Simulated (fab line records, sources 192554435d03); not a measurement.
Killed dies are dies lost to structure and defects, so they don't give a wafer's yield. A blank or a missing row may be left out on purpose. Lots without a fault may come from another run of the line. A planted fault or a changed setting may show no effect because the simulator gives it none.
Chamber matching | flow n5_finfet | N5_BEOL_M1_STRIP_66 on rie_diel-04: 4 sister chambers
The step strips in CF4. 14 wafers are shown with their chamber, then 7 later ones without.

WAFERS WITH THEIR CHAMBER
wafer  | chamber | drypump_motor_current_A (A) | showerhead_plenum_p_Torr (Torr) | throttle_valve_pct (%)
L076.1 | 3       | 5.7                         | 1.84                            | 13.59
L076.3 | 0       | 5.9                         | 1.78                            | 13.35
L076.6 | 2       | 6.3                         | 1.84                            | 13.59
L080.2 | 3       | 5.7                         | 1.84                            | 13.59
L080.4 | 2       | 6.4                         | 1.84                            | 13.60
L080.5 | 1       | 5.3                         | 1.75                            | 13.20
L082.1 | 2       | 6.4                         | 1.84                            | 13.61
L082.3 | 1       | 5.3                         | 1.75                            | 13.21
L082.5 | 0       | 5.9                         | 1.78                            | 13.39
L086.1 | 3       | 5.7                         | 1.84                            | 13.65
L086.3 | 2       | 6.4                         | 1.84                            | 13.61
L086.4 | 0       | 5.9                         | 1.78                            | 13.40
L088.1 | 3       | 5.7                         | 1.83                            | 13.64
L088.4 | 0       | 5.9                         | 1.78                            | 13.40

SIGNATURES (means of the wafers above)
reading                  | chamber 0 | chamber 1 | chamber 2 | chamber 3 | scatter within a chamber
drypump_motor_current_A  | 5.900     | 5.300     | 6.375     | 5.700     | 0.0274
showerhead_plenum_p_Torr | 1.7800    | 1.7500    | 1.8400    | 1.8375    | 0.00274
throttle_valve_pct       | 13.3850   | 13.2050   | 13.6025   | 13.6175   | 0.0226
Rule: a wafer's distance from a chamber is the root of the sum, over the readings, of the square of ((its reading less the chamber's mean) divided by the reading's scatter). The wafer belongs to the nearest chamber; if the next one is less than 2 further off, it can't be placed. The scatter: the root of (the sum of the squares of (reading less its chamber's mean) over the shown wafers, divided by (wafers less chambers)).

WAFERS WITHOUT THEIR CHAMBER
wafer  | drypump_motor_current_A (A) | showerhead_plenum_p_Torr (Torr) | throttle_valve_pct (%)
L088.5 | 6.4                         | 1.84                            | 13.63
L095.2 | 5.4                         | 1.74                            | 13.26
L095.4 | 6.4                         | 1.83                            | 13.66
L095.6 | 5.9                         | 1.77                            | 13.41
L096.1 | 6.4                         | 1.83                            | 13.67
L096.5 | 6.4                         | 1.83                            | 13.67
L096.6 | 5.3                         | 1.74                            | 13.28

WHICH CHAMBER EACH WENT THROUGH
wafer  | from the rows above | in truth
L088.5 | 2                   | 2
L095.2 | 1                   | 1
L095.4 | 2                   | 2
L095.6 | 0                   | 0
L096.1 | 2                   | 2
L096.5 | 2                   | 2
L096.6 | 1                   | 1
Placed correctly: 7 of 7. Can't be placed from these rows: 0. Placed wrongly: 0.
